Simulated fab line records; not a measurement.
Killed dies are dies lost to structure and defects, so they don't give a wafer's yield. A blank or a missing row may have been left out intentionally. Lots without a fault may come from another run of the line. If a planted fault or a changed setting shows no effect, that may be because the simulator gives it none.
Chamber matching + flow n5Finfet + 4 sister chambers for N5_BEOL_M1_ALD_98 on aldSin-01
The step deposits SiO2, target thk 2.5 nm, pulse time 1 s, co reactant pulse time 1 s. 4 wafers are shown with their chamber, then 9 later ones without.

EACH WAFER AND ITS CHAMBER
| wafer  | chamber | heaterPowerW (W) |
|--------|---------|------------------|
| L085.1 | 3       | 70               |
| L085.5 | 1       | 73               |
| L088.4 | 2       | 80               |
| L088.6 | 0       | 77               |

WAFERS WITHOUT THEIR CHAMBER
| wafer  | heaterPowerW (W) |
|--------|------------------|
| L091.1 | 76               |
| L091.3 | 74               |
| L091.6 | 78               |
| L092.3 | 69               |
| L092.5 | 74               |
| L092.6 | 80               |
| L094.1 | 77               |
| L094.5 | 68               |
| L094.6 | 78               |

EACH ONE'S CHAMBER
| wafer  | from the rows above     | in truth |
|--------|-------------------------|----------|
| L091.1 | can't be placed: 0 or 1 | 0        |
| L091.3 | can't be placed: 1 or 0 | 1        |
| L091.6 | can't be placed: 0 or 2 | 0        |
| L092.3 | 3                       | 3        |
| L092.5 | can't be placed: 1 or 0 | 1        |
| L092.6 | 2                       | 2        |
| L094.1 | 0                       | 0        |
| L094.5 | 3                       | 3        |
| L094.6 | can't be placed: 0 or 2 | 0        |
Correctly placed: 4 of 9. From these rows, 5 cannot be placed; in 5 the true chamber is one of the candidates. Placed wrongly: 0.
How it was worked out, from the rows above alone: a wafer's distance from a chamber is the root of the sum, over the readings, of the square of ((its reading less the chamber's mean) divided by the reading's scatter). The wafer belongs to the nearest chamber; if the next one is less than 2 further off, it can't be placed. A chamber's mean is the mean of its shown wafers. The scatter: root of mean squared gap, hidden wafer to nearest shown wafer, with one shown wafer a chamber.
